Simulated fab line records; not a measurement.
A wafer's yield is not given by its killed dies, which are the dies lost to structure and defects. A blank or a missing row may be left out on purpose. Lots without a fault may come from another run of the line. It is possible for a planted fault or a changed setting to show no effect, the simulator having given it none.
fab line records | flow n5Finfet
record: lots: 5 wafers: 15 lastDay: 19
route steps=1938 shown DUMMY_REMOVAL@383 HKMG_FIN@385
lots untouched by any fault: they come from a run of this same line in which no faults occurred
startH: hours from the record's first day to the start of the lot's first wafer shown | waitH: hours from the lot's prior step to this one | " repeats the value in the row above | L1.1+2: one row covering several wafers at once | - no value, or no start was given | * or withheld: withheld | < > ~ a bound
route shown NAME@n: NAME is a module with steps in the file, n the number in the route of the first one | usual: average and standard deviation across the fault-free wafers | same: alike in all rows | chamber/n: place in a boat | sites: each site's reading | _std_site: the standard deviation of these | _edge_site: outer sites' mean less inner sites' | radiusMm: how far each site lies from the wafer's centre | mask NAME#n: copy n | behind: the last tool/chamber to shape the wafer | hold: why the lot went on hold/how many hours it stayed there/how the hold came to an end | device: names the non-switching transistor (n, p or np) | end of line: the same wafers' tests at the end of the route | step lacking rows: just its recipe | killed: not the wafer's yield, but the dies lost to structure and defects at the first sort | map: shows each die of a wafer: x if killed, . if not, _ if none is there
set.NAME: the setting the step ran with; set.NAME@STEP: the setting that earlier step ran with | model.NAME: the simulator's own value behind a step, which no gauge read
a table for each step, a row for each wafer; lots at some steps of the route
services: the hour from which a tool's chamber was out of use, counted from the record's first day as startH (under 0 if before that day), plus the number of hours and why
== steps ==
step: N5_DUMMY_REMOVAL_PRECLEAN_04
recipe: chemistry: DHF timeS: 37 tempC: 25 dilution: 500:1
columns lot.wafer tool chamber startH waitH
L075.1+3+5 wetBench-03 2,5,0 78.63 0.2
L078.2+5+6 wetBench-06 6,4,5 94.87 0.2
L085.1+2+5 wetBench-05 1,6,3 152.38 0.2
L089.1+3+6 wetBench-05 7,4,2 172.30 0.2
L097.3+4+5 wetBench-06 3,2,5 210.51 0.1
step: N5_DUMMY_REMOVAL_SRD_05
recipe: dry: ipaMarangoni doPpb: 5 timeS: 30 tempC: 23 rinseLiquid: diw
columns lot.wafer tool chamber startH waitH
L075.1+3+5 wetBench-03 2,5,0 78.64 0.0
L078.2+5+6 wetBench-06 6,4,5 94.88 0.0
L085.1+2+5 wetBench-05 1,6,3 152.39 0.0
L089.1+3+6 wetBench-05 7,4,2 172.32 0.0
L097.3+4+5 wetBench-06 3,2,5 210.52 0.0
step: N5_HKMG_FIN_IL_REGROW_00
recipe: material: SiO2 targetThkA: 7.5 chemistry: O3 tempC: withheld timeS: 30
columns lot.wafer tool chamber startH waitH sinceWetCleanH
L075.1 aldHk-02 1 78.69 0.0 49
L075.3 " 0 " " 49
L075.5 " 2 " " -
L078.2 aldHk-03 3 94.93 0.0 1871
L078.5 " 1 " " -
L078.6 " 0 " " -
L085.1 aldHk-02 0 152.44 0.0 122
L085.2 " 3 " " 122
L085.5 " 0 " " -
L089.1 aldHk-03 2 172.36 0.0 1948
L089.3 " 1 " " 1948
L089.6 " 2 " " -
L097.3 aldHk-01 0 210.57 0.0 1091
L097.4 " 2 " " 1091
L097.5 " 3 " " -
step: N5_HKMG_FIN_HK_ALD_01
recipe: material: HfO2 targetThkA: 16 tempC: withheld aldPrecursorFamily: HfCl4 aldCoReactant: H2O pulseTimeS: 3 purgeTimeS: 3 coReactantPurgeTimeS: 2.5 coReactantPulseTimeS: 0.3 aldCycles: 30
usual: precursorPulseHeightRel: 1.003/0.02
same: coReactantPurgeTimeS: 2.5
columns lot.wafer tool chamber startH waitH precursorPulseHeightRel sinceWetCleanH
L075.1 aldHk-02 1 78.74 0.0 1.020 49
L075.3 " 0 " " 1.003 49
L075.5 " 2 " " 1.025 -
L078.2 aldHk-03 3 94.98 0.0 0.998 1871
L078.5 " 1 " " 1.035 -
L078.6 " 0 " " 0.975 -
L085.1 aldHk-02 0 152.49 0.0 0.968 123
L085.2 " 3 " " 1.020 123
L085.5 " 0 " " 1.010 -
L089.1 aldHk-03 2 172.41 0.0 1.004 1948
L089.3 " 1 " " 0.978 1948
L089.6 " 2 " " 1.016 -
L097.3 aldHk-01 0 210.62 0.0 0.981 1091
L097.4 " 2 " " 0.990 1091
L097.5 " 3 " " 1.008 -
step: N5_HKMG_FIN_HK_ANNEAL_02
recipe: tempC: 700 timeS: 30 ambient: N2 idleTempC: 600 rampUpCPerS: 150 rampDownCPerS: 60 coolToC: 600
usual: lampPowerPct: 8.80/0.051 lamp_zone_4_pct: 8.796/0.012 wafer_temp_C_max: 703.0/0.7
columns lot.wafer tool chamber startH waitH lampPowerPct lamp_zone_4_pct wafer_temp_C_max
L075.1 rtpAnneal-01 0 78.92 0.1 8.70 8.780 702.6
L075.3 " 0 " " 8.80 8.802 703.1
L075.5 " 0 " " 8.73 8.792 703.0
L078.2 rtpAnneal-01 0 95.19 0.1 8.82 8.805 703.3
L078.5 " 0 " " 8.71 8.772 703.1
L078.6 " 0 " " 8.80 8.816 702.5
L085.1 rtpAnneal-02 0 152.67 0.1 8.93 8.817 702.2
L085.2 " 0 " " 8.78 8.808 702.7
L085.5 " 0 " " 8.83 8.805 702.4
L089.1 rtpAnneal-01 0 172.70 0.2 8.78 8.796 703.3
L089.3 " 0 " " 8.81 8.813 702.6
L089.6 " 0 " " 8.88 8.812 702.6
L097.3 rtpAnneal-02 0 210.92 0.2 8.83 8.803 701.9
L097.4 " 0 " " 8.85 8.790 702.6
L097.5 " 0 " " 8.73 8.789 701.8
step: N5_HKMG_FIN_ALD_74
recipe: material: La2O3 targetThkA: 5 tempC: 250 aldPrecursorFamily: La-Cp aldCoReactant: O3 pulseTimeS: 6 coReactantPulseTimeS: 1 purgeTimeS: 3 coReactantPurgeTimeS: 3
usual: heaterPowerOuterW: 187/15 heaterPowerW: 354/30 precursorPulseHeightRel: 1.000/0.022
same: coReactantPurgeTimeS: 3
columns lot.wafer tool chamber startH waitH heaterPowerOuterW heaterPowerW precursorPulseHeightRel sinceWetCleanH
L075.1 aldHk-01 3 79.14 0.2 197 346 0.974 959
L075.3 " 2 " " 197 401 0.992 959
L075.5 " 2 " " 191 402 0.999 -
L078.2 aldHk-02 2 95.38 0.2 184 324 1.026 65
L078.5 " 2 " " 186 324 0.964 -
L078.6 " 1 " " 159 304 1.010 -
L085.1 aldHk-03 1 152.89 0.2 196 370 0.973 1929
L085.2 " 3 " " 214 374 1.039 1929
L085.5 " 1 " " 194 369 1.013 -
L089.1 aldHk-01 1 172.92 0.2 183 331 0.996 1053
L089.3 " 3 " " 192 352 1.002 1053
L089.6 " 0 " " 169 315 1.008 -
L097.3 aldHk-02 3 211.20 0.2 177 342 0.960 181
L097.4 " 1 " " 155 308 1.052 181
L097.5 " 2 " " 186 319 0.964 -
step: N5_HKMG_FIN_ALD_75
recipe: material: Al2O3 targetThkA: 10 tempC: 150 aldPrecursorFamily: TMA aldCoReactant: H2O pulseTimeS: withheld coReactantPulseTimeS: 1
usual: heaterPowerOuterW: 78/6.5 heaterPowerW: 152/13 precursorPulseHeightRel: 0.996/0.021
columns lot.wafer tool chamber startH waitH heaterPowerOuterW heaterPowerW precursorPulseHeightRel
L075.1 aldHk-01 3 79.22 0.0 81 149 1.005
L075.3 " 2 " " 83 171 1.029
L075.5 " 2 " " 82 170 1.001
L078.2 aldHk-02 2 95.45 0.0 75 139 1.018
L078.5 " 2 " " 74 137 0.985
L078.6 " 1 " " 67 130 0.971
L085.1 aldHk-03 1 152.97 0.0 82 159 1.058
L085.2 " 3 " " 88 165 0.985
L085.5 " 1 " " 82 156 0.994
L089.1 aldHk-01 1 172.99 0.0 75 142 0.953
L089.3 " 3 " " 82 147 0.998
L089.6 " 0 " " 70 138 0.978
L097.3 aldHk-02 3 211.27 0.0 75 148 1.008
L097.4 " 1 " " 67 131 1.003
L097.5 " 2 " " 76 140 0.973
step: N5_HKMG_FIN_COAT_41
recipe: resist: SOC tempC: 250 timeS: 60 spinRpm: 1500 resistThkNm: 300
columns lot.wafer tool chamber startH waitH
L075.1+3+5 lithoTrack-01 0 79.31 -
L078.2+5+6 lithoTrack-03 0 95.55 -
L085.1+2+5 lithoTrack-03 0 153.06 -
L089.1+3+6 lithoTrack-02 0 173.09 -
L097.3+4+5 lithoTrack-03 0 211.37 -
step: N5_HKMG_FIN_COAT_42
recipe: resist: SiARC tempC: 220 timeS: 60 spinRpm: 1500 resistThkNm: 35
columns lot.wafer tool chamber startH waitH
L075.1+3+5 lithoTrack-01 0 - -
L078.2+5+6 lithoTrack-03 0 - -
L085.1+2+5 lithoTrack-03 0 - -
L089.1+3+6 lithoTrack-02 0 - -
L097.3+4+5 lithoTrack-03 0 - -
step: N5_HKMG_FIN_COAT_43
recipe: resist: CAR-ArF spinRpm: 1500 resistThkNm: 90
columns lot.wafer tool chamber startH waitH
L075.1+3+5 lithoTrack-01 0 - -
L078.2+5+6 lithoTrack-03 0 - -
L085.1+2+5 lithoTrack-03 0 - -
L089.1+3+6 lithoTrack-02 0 - -
L097.3+4+5 lithoTrack-03 0 - -
step: N5_HKMG_FIN_EBR_45
recipe: solvent: PGMEA ebrWidthMm: 1.5
columns lot.wafer tool chamber startH waitH
L075.1+3+5 lithoTrack-01 0 - -
L078.2+5+6 lithoTrack-03 0 - -
L085.1+2+5 lithoTrack-03 0 - -
L089.1+3+6 lithoTrack-02 0 - -
L097.3+4+5 lithoTrack-03 0 - -
step: N5_HKMG_FIN_SOFTBAKE_44
recipe: tempC: 110 timeS: 60 resist: CAR-ArF
columns lot.wafer tool chamber startH waitH
L075.1+3+5 lithoTrack-01 0 - -
L078.2+5+6 lithoTrack-03 0 - -
L085.1+2+5 lithoTrack-03 0 - -
L089.1+3+6 lithoTrack-02 0 - -
L097.3+4+5 lithoTrack-03 0 - -
step: N5_HKMG_FIN_EXPOSE_46
recipe: maskId: NDIPOLE na: 1.35 sourceShape: conventional sigmaOuter: 0.8 polarization: unpolarized doseMj: 40
columns lot.wafer tool chamber startH waitH mask
L075.1+3+5 arfiScanner-01 0 79.43 - NDIPOLE#0
L078.2+5+6 arfiScanner-01 0 95.80 - NDIPOLE#0
L085.1+2+5 arfiScanner-03 0 153.31 - NDIPOLE#0
L089.1+3+6 arfiScanner-01 0 173.21 - NDIPOLE#0
L097.3+4+5 arfiScanner-02 0 211.50 - NDIPOLE#0
step: N5_HKMG_FIN_PEB_47
recipe: pebTempC: withheld pebTimeS: 60 resist: CAR-ArF
columns lot.wafer tool chamber startH waitH
L075.1+3+5 lithoTrack-01 0 79.49 0.1
L078.2+5+6 lithoTrack-02 0 95.85 0.0
L085.1+2+5 lithoTrack-02 0 153.36 0.1
L089.1+3+6 lithoTrack-01 0 173.27 0.1
L097.3+4+5 lithoTrack-02 0 211.55 0.0
step: N5_HKMG_FIN_DEVELOP_48
recipe: developTimeS: 30 developer: TMAH resist: CAR-ArF rinseLiquid: diw dry: airSpin devTempC: 23
columns lot.wafer tool chamber startH waitH
L075.1+3+5 lithoTrack-01 0 - -
L078.2+5+6 lithoTrack-02 0 - -
L085.1+2+5 lithoTrack-02 0 - -
L089.1+3+6 lithoTrack-01 0 - -
L097.3+4+5 lithoTrack-02 0 - -
step: N5_HKMG_FIN_CD_MEAS_49
recipe: targetCdNm: 202 landingEnergyEv: 500 detector: seInlens polarity: opening
usual: cdNm: 202.4/0.61
same: landingEnergyEv: 500
columns lot.wafer tool chamber startH waitH cdNm
L075.1 cdSem-03 0 79.56 - 201.8
L075.3 " 0 " " 201.8
L075.5 " 0 " " 202.5
L078.2 cdSem-02 0 95.92 - 201.6
L078.5 " 0 " " 201.9
L078.6 " 0 " " 201.7
L085.1 cdSem-03 0 153.43 - 203.0
L085.2 " 0 " " 203.6
L085.5 " 0 " " 202.9
L089.1 cdSem-01 0 173.33 - 203.0
L089.3 " 0 " " 203.1
L089.6 " 0 " " 202.9
L097.3 cdSem-03 0 211.62 - 202.4
L097.4 " 0 " " 202.7
L097.5 " 0 " " 202.1
step: N5_HKMG_FIN_OVL_MEAS_50
recipe: pointsPerWafer: 44
usual: NDIPOLE_OVL: 0.0/0.63
columns lot.wafer tool chamber startH waitH NDIPOLE_OVL[nm]
L075.1 overlay-02 0 79.59 0.0 0.3
L075.3 " 0 " " 0.4
L075.5 " 0 " " 0.3
L078.2 overlay-02 0 95.95 0.0 -0.2
L078.5 " 0 " " 0.2
L078.6 " 0 " " 0.6
L085.1 overlay-01 0 153.46 0.0 0.5
L085.2 " 0 " " 0.2
L085.5 " 0 " " -0.3
L089.1 overlay-02 0 173.36 0.0 0.1
L089.3 " 0 " " -0.1
L089.6 " 0 " " 0.1
L097.3 overlay-02 0 211.65 0.0 -0.4
L097.4 " 0 " " -0.3
L097.5 " 0 " " -0.3
step: N5_HKMG_FIN_INSPECT_61
recipe: mode: adi inspectInstrument: macro
usual: rawDefectCount: 2.0/1.4
columns lot.wafer tool chamber startH waitH rawDefectCount
L075.1 defectInspect-01 - 79.61 0.0 1
L075.3 " - " " 4
L075.5 " - " " 5
L078.2 defectInspect-02 - 95.97 0.0 0
L078.5 " - " " 3
L078.6 " - " " 1
L085.1 defectInspect-02 - 153.49 0.0 0
L085.2 " - " " 2
L085.5 " - " " 1
L089.1 defectInspect-01 - 173.39 0.0 3
L089.3 " - " " 2
L089.6 " - " " 2
L097.3 defectInspect-02 - 211.67 0.0 4
L097.4 " - " " 4
L097.5 " - " " 6
step: N5_HKMG_FIN_DESCUM_53
recipe: chemistry: O2 timeS: 7.9 sourcePowerW: 50 biasPowerW: 20 pressureMtorr: 20 rfFrequencyHz: 2.712e+07 tempC: 40 resist: CAR-ArF o2FlowSccm: 225
usual: drypumpMotorCurrentA: 5.8/0.41 o2FlowSccm: 225.1/0.68 oesProductAu: 0.76/0.065 rfVppV: 243.4/0.95 showerheadPlenumPTorr: 2.11/0.04 throttleValvePct: 20.35/0.13
columns lot.wafer tool chamber startH waitH drypumpMotorCurrentA o2FlowSccm oesProductAu rfHoursCounterH rfVppV showerheadPlenumPTorr throttleValvePct
L075.1 rieDiel-05 1 79.64 0.0 6.3 226.4 0.93 9 242.8 2.06 20.10
L075.3 " 2 " " 5.7 225.0 0.75 168 242.7 2.09 20.24
L075.5 " 1 " " 6.3 225.7 0.94 - 242.3 2.06 20.08
L078.2 rieDiel-04 1 96.30 0.3 5.3 224.2 0.72 188 243.4 2.16 20.29
L078.5 " 1 " " 5.3 224.3 0.72 - 243.7 2.16 20.30
L078.6 " 0 " " 6.0 225.7 0.71 - 242.5 2.08 20.26
L085.1 rieDiel-05 0 153.84 0.4 6.1 225.3 0.76 119 242.6 2.10 20.44
L085.2 " 2 " " 5.7 225.2 0.74 188 243.4 2.09 20.27
L085.5 " 3 " " 5.5 224.5 0.76 - 245.3 2.17 20.31
L089.1 rieDiel-04 0 173.42 0.0 6.0 225.2 0.69 221 242.3 2.07 20.31
L089.3 " 1 " " 5.3 224.5 0.70 205 243.9 2.15 20.32
L089.6 " 1 " " 5.3 223.8 0.70 - 243.5 2.15 20.33
L097.3 rieDiel-04 3 211.70 0.0 5.3 226.0 0.66 227 245.0 2.15 20.53
L097.4 " 2 " " 6.2 223.7 0.73 195 242.4 2.08 20.45
L097.5 " 0 " " 6.0 224.5 0.67 - 243.2 2.06 20.31
== services ==
columns tool chamber startH hours kind
arfiScanner-02 - 65.65 0.8 repair
arfiScanner-02 0 75.72 - calibration
arfiScanner-02 - 78.76 1.0 pm
arfiScanner-02 - 89.44 0.8 pm
arfiScanner-03 - 97.04 10.5 repair
arfiScanner-02 - 104.98 4.9 pm
arfiScanner-01 - 114.72 0.8 pm
arfiScanner-02 - 128.57 1.3 pm
arfiScanner-01 - 136.08 1.0 pm
rieDiel-04 1 137.43 26.9 repair
rieDiel-04 - 140.31 15.6 pm
lithoTrack-01 - 143.10 - consumableReplace:filter
lithoTrack-01 - 147.41 - consumableReplace:filter
arfiScanner-01 - 155.52 1.3 pm
arfiScanner-01 - 160.02 3.9 pm
arfiScanner-01 - 169.23 3.8 repair
aldHk-02 - 178.82 28.1 pm
arfiScanner-01 - 186.59 0.6 repair
arfiScanner-01 - 189.39 1.0 pm
arfiScanner-03 - 189.78 1.0 pm
arfiScanner-01 0 198.75 - calibration
== key ==
fault none
